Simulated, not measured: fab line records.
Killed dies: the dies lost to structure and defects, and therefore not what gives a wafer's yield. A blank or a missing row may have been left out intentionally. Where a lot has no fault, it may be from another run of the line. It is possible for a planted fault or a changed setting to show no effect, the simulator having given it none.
Split-lot trial -- flow n5_finfet -- 39 wafers read across 7 lots, on a route 1938 steps long

== SPLIT DETAILS ==
At N5_SD_EPI_P_EPI_21 (deposits SiGe:B, time 355 s), the setting temp_c was moved away from the recipe's 550 C on 12 of the 39 wafers read, by -0.6% to +0.7%. For the rest of the wafers, this setting stayed at what the recipe calls for.

The file shows no step between the split and the reading.

== THE READING ==
SiGe-B_of_SD_EPI_P_EPI_21.thk_nm (the simulator's own value, which no gauge read), in nm, at N5_SD_EPI_P_HM_STRIP_48 (strips SiNx in H3PO4, material SiNx, target depth 3 nm). The file does not state a usual value for it. Average 60.8 nm, standard deviation 0.85 nm, over the 27 wafers here run with the recipe.

wafer,"tool, chamber at the split","temp_c as run, C",against the recipe,"SiGe-B_of_SD_EPI_P_EPI_21.thk_nm, nm",against lot-mates on the recipe
L076.1,"epi_rpcvd-04, 0",550,recipe,62,-
L076.6,"epi_rpcvd-04, 0",550,recipe,62,-
L076.2,"epi_rpcvd-04, 0",550,recipe,61.2,-
L076.3,"epi_rpcvd-04, 0",550,recipe,61.6,-
L076.5,"epi_rpcvd-04, 0",550,recipe,61.6,-
L076.4,"epi_rpcvd-04, 0",550,recipe,62.2,-
L079.1,"epi_rpcvd-03, 0",550,recipe,59.2,-
L079.2,"epi_rpcvd-03, 0",550,recipe,60.2,-
L079.5,"epi_rpcvd-03, 0",550,recipe,60.2,-
L079.3,"epi_rpcvd-03, 0",550,recipe,60.4,-
L079.6,"epi_rpcvd-03, 0",550,recipe,60.4,-
L079.4,"epi_rpcvd-03, 0",550,recipe,60,-
L080.1,"epi_rpcvd-03, 0",546.7,-0.6%,58,-3.7
L080.2,"epi_rpcvd-03, 0",546.7,-0.6%,57,-4.7
L080.3,"epi_rpcvd-03, 0",546.7,-0.6%,57.4,-4.3
L080.4,"epi_rpcvd-03, 0",550,recipe,61.8,-
L080.6,"epi_rpcvd-03, 0",550,recipe,61.8,-
L080.5,"epi_rpcvd-03, 0",550,recipe,61.6,-
L087.2,"epi_rpcvd-04, 0",550,recipe,60.8,-
L087.3,"epi_rpcvd-04, 0",550,recipe,60.6,-
L087.4,"epi_rpcvd-04, 0",550,recipe,60,-
L089.1,"epi_rpcvd-03, 0",547.9,-0.4%,57.8,-1.9
L089.2,"epi_rpcvd-03, 0",547.9,-0.4%,58.2,-1.5
L089.3,"epi_rpcvd-03, 0",550,recipe,59.8,-
L089.4,"epi_rpcvd-03, 0",547.9,-0.4%,57.6,-2.1
L089.5,"epi_rpcvd-03, 0",550,recipe,60.2,-
L089.6,"epi_rpcvd-03, 0",550,recipe,59.2,-
L095.1,"epi_rpcvd-01, 0",550,recipe,61.4,-
L095.2,"epi_rpcvd-01, 0",553.8,+0.7%,66.6,+5.6
L095.5,"epi_rpcvd-01, 0",553.8,+0.7%,66.6,+5.6
L095.3,"epi_rpcvd-01, 0",550,recipe,61.2,-
L095.4,"epi_rpcvd-01, 0",550,recipe,60.4,-
L095.6,"epi_rpcvd-01, 0",553.8,+0.7%,66.2,+5.2
L096.1,"epi_rpcvd-03, 0",550,recipe,61.6,-
L096.2,"epi_rpcvd-03, 0",553,+0.5%,65.4,+4.6
L096.6,"epi_rpcvd-03, 0",553,+0.5%,65.4,+4.6
L096.3,"epi_rpcvd-03, 0",553,+0.5%,65,+4.2
L096.4,"epi_rpcvd-03, 0",550,recipe,60.4,-
L096.5,"epi_rpcvd-03, 0",550,recipe,60.4,-

THE FIT
A straight line over all 39 wafers: SiGe-B_of_SD_EPI_P_EPI_21.thk_nm changes by +7.36 nm for each +1% of temp_c; r = +0.95; the points scatter about the line by 0.81 nm.
The same after taking each lot's own level away (the mean of its wafers on the recipe; 39 wafers): +7.38 nm for each +1%; r = +0.98; scatter 0.46 nm.
That fit puts the effect of the largest move of temp_c on the reading at 5.1 nm.
The lots' own levels span 59.73 to 61.77 nm, that is 2.4 times the standard deviation above.
The two slopes agree, so the slope changes little with the lot-to-lot level.
Check: with one of the wafers moved furthest among these (+0.7%) left out of the fit, the line predicts +5.19 nm for it against its lot-mates. It came out at +5.6 nm against them.

== THE OTHER SPLITS THESE WAFERS WENT THROUGH ==
Other splits were also applied to these wafers ahead of the reading. Each is held against what the fit with the lots' levels taken away leaves over:
other split on the same wafers,wafers away from the commonest value,r with SiGe-B_of_SD_EPI_P_EPI_21.thk_nm (lot level and that fit taken away)
N5_WELL_APT_IMPLANT_32 energy_kev,12,+0.10
N5_FIN_CUT_ETCH_21 time_s,12,+0.12
N5_DUMMY_GATE_ETCH_37 source_w,15,-0.33
N5_DUMMY_GATE_ETCH_44 target_depth_a,18,-0.13

== THE WHOLE CHAIN: every reading that the file lists as answering this split, in the file's order ==
step,what it does,reading,change (the file's fit),r (the file's)
N5_SD_EPI_P_EPI_21,"deposits SiGe:B, time 355 s","SiGe-B_of_SD_EPI_P_EPI_21.thk_nm (the simulator's own value, which no gauge read)",+7.47 nm for each +1% of the setting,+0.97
N5_SD_EPI_P_HM_STRIP_48,"strips SiNx in H3PO4, material SiNx, target depth 3 nm","SiGe-B_of_SD_EPI_P_EPI_21.thk_nm (the simulator's own value, which no gauge read)",+7.41 nm for each +1% of the setting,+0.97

== FILE'S OWN FIT ==
SiGe-B_of_SD_EPI_P_EPI_21.thk_nm changes by +7.41 nm for each +1% of temp_c, r = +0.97.
